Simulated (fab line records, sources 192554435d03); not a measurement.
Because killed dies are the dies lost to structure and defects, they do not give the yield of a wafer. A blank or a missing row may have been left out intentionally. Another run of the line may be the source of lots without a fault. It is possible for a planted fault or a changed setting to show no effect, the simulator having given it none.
Matching of chambers + flow n5Finfet + N5_BEOL_M12_ETCH_68 on rieDiel-06 has 4 sister chambers
The step etches SOC in N2/H2, time 285 s. 4 wafers are shown with their chamber, then 11 later ones without.

== WAFERS, EACH WITH ITS CHAMBER ==
| wafer  | chamber | drypumpMotorCurrentA (A) |
|--------|---------|--------------------------|
| L087.5 | 2       | 6.9                      |
| L088.2 | 0       | 5.7                      |
| L088.3 | 1       | 5.8                      |
| L090.1 | 3       | 5.4                      |

== WAFERS MISSING THEIR CHAMBER ==
| wafer  | drypumpMotorCurrentA (A) |
|--------|--------------------------|
| L090.4 | 5.8                      |
| L090.5 | 6.9                      |
| L089.1 | 5.8                      |
| L089.4 | 6.8                      |
| L089.6 | 5.8                      |
| L092.1 | 5.8                      |
| L092.4 | 5.7                      |
| L092.5 | 5.8                      |
| L093.1 | 5.8                      |
| L093.4 | 5.8                      |
| L093.6 | 5.4                      |

== CHAMBER TAKEN BY EACH ==
| wafer  | from the rows above | in truth                   |
|--------|---------------------|----------------------------|
| L090.4 | 1                   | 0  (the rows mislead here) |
| L090.5 | 2                   | 2                          |
| L089.1 | 1                   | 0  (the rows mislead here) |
| L089.4 | 2                   | 2                          |
| L089.6 | 1                   | 1                          |
| L092.1 | 1                   | 1                          |
| L092.4 | 0                   | 0                          |
| L092.5 | 1                   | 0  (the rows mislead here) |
| L093.1 | 1                   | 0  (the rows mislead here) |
| L093.4 | 1                   | 1                          |
| L093.6 | 3                   | 3                          |
Correct placement for 7 of the 11. From these rows, 0 cannot be placed. Number placed wrongly: 4.
How it was worked out, from the rows above alone: a wafer's distance from a chamber is the root of the sum, over the readings, of the square of ((its reading less the chamber's mean) divided by the reading's scatter). The wafer belongs to the nearest chamber; if the next one is less than 2 further off, it can't be placed. For every chamber, the mean is computed from those of its wafers that are shown. The scatter: with one shown wafer a chamber, the root of the mean of the squares of how far each hidden wafer lies from its nearest shown one.
